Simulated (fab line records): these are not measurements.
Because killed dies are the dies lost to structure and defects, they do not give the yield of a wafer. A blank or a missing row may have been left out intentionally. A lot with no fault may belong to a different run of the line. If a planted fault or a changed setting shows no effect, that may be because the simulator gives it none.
Chamber matching :: flow n5_finfet :: N5_BEOL_M9_CMP_52 on cmp-03: 4 sister chambers
The step polishes, stops on SiCOH lowk, t overpolish 7 s, target thk 140 nm. 14 wafers are shown with their chamber, then 7 later ones without.

== WAFERS, EACH WITH ITS CHAMBER ==
wafer: L076.1
chamber: 1
motor_current_A (A): 5.8
time_to_endpoint_s (s): 66
platen_rpm (rpm): 50.03

wafer: L076.4
chamber: 2
motor_current_A (A): 6.6
time_to_endpoint_s (s): 64
platen_rpm (rpm): 49.98

wafer: L076.6
chamber: 2
motor_current_A (A): 6.9
time_to_endpoint_s (s): 66
platen_rpm (rpm): 50.03

wafer: L075.1
chamber: 1
motor_current_A (A): 6.2
time_to_endpoint_s (s): 70
platen_rpm (rpm): 49.97

wafer: L075.3
chamber: 2
motor_current_A (A): 6.5
time_to_endpoint_s (s): 67
platen_rpm (rpm): 50.00

wafer: L075.5
chamber: 3
motor_current_A (A): 5.9
time_to_endpoint_s (s): 71
platen_rpm (rpm): 50.00

wafer: L083.1
chamber: 2
motor_current_A (A): 6.4
time_to_endpoint_s (s): 67
platen_rpm (rpm): 49.97

wafer: L083.4
chamber: 3
motor_current_A (A): 6.0
time_to_endpoint_s (s): 66
platen_rpm (rpm): 50.05

wafer: L083.6
chamber: 2
motor_current_A (A): 6.2
time_to_endpoint_s (s): 65
platen_rpm (rpm): 50.01

wafer: L085.1
chamber: 1
motor_current_A (A): 5.7
time_to_endpoint_s (s): 67
platen_rpm (rpm): 49.98

wafer: L085.2
chamber: 2
motor_current_A (A): 6.7
time_to_endpoint_s (s): 65
platen_rpm (rpm): 49.96

wafer: L085.3
chamber: 0
motor_current_A (A): 7.2
time_to_endpoint_s (s): 66
platen_rpm (rpm): 49.98

wafer: L090.1
chamber: 0
motor_current_A (A): 7.3
time_to_endpoint_s (s): 65
platen_rpm (rpm): 49.98

wafer: L090.3
chamber: 1
motor_current_A (A): 5.7
time_to_endpoint_s (s): 67
platen_rpm (rpm): 50.03

SIGNATURES (means of the wafers above)
reading: motor_current_A
chamber 0: 7.250
chamber 1: 5.850
chamber 2: 6.550
chamber 3: 5.950
scatter within a chamber: 0.218

reading: time_to_endpoint_s
chamber 0: 65.50
chamber 1: 67.50
chamber 2: 65.67
chamber 3: 68.50
scatter within a chamber: 1.71

reading: platen_rpm
chamber 0: 49.9800
chamber 1: 50.0025
chamber 2: 49.9917
chamber 3: 50.0250
scatter within a chamber: 0.0279
Rule: distance of a wafer from a chamber = root of the sum over the readings of ((wafer's reading minus chamber's mean) / reading's scatter) squared. If the next closest chamber is less than 2 further off than the closest, the wafer can't be placed; otherwise it belongs to the closest. The scatter is the square root of a quotient: the sum, over the shown wafers, of each reading's squared deviation from its chamber's mean, divided by wafers minus chambers.

== WAFERS WITHOUT THEIR CHAMBER ==
wafer: L090.6
motor_current_A (A): 6.9
time_to_endpoint_s (s): 61
platen_rpm (rpm): 49.94

wafer: L088.1
motor_current_A (A): 5.9
time_to_endpoint_s (s): 70
platen_rpm (rpm): 49.99

wafer: L088.4
motor_current_A (A): 5.8
time_to_endpoint_s (s): 68
platen_rpm (rpm): 50.01

wafer: L088.5
motor_current_A (A): 6.0
time_to_endpoint_s (s): 70
platen_rpm (rpm): 50.02

wafer: L093.1
motor_current_A (A): 5.8
time_to_endpoint_s (s): 68
platen_rpm (rpm): 50.03

wafer: L093.3
motor_current_A (A): 6.6
time_to_endpoint_s (s): 67
platen_rpm (rpm): 50.05

wafer: L093.4
motor_current_A (A): 5.7
time_to_endpoint_s (s): 66
platen_rpm (rpm): 50.02

== THE CHAMBER EACH PASSED THROUGH ==
wafer: L090.6
from the rows above: can't be placed: 0 or 2
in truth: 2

wafer: L088.1
from the rows above: can't be placed: 1 or 3
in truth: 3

wafer: L088.4
from the rows above: can't be placed: 1 or 3
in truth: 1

wafer: L088.5
from the rows above: can't be placed: 3 or 1
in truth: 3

wafer: L093.1
from the rows above: can't be placed: 3 or 1
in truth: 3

wafer: L093.3
from the rows above: can't be placed: 2 or 3 or 1 or 0
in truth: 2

wafer: L093.4
from the rows above: can't be placed: 1 or 3
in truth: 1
Correct placement for 0 of the 7. Unplaceable from these rows: 7, with the true chamber sitting among the candidates in 7. Wrongly placed: 0.
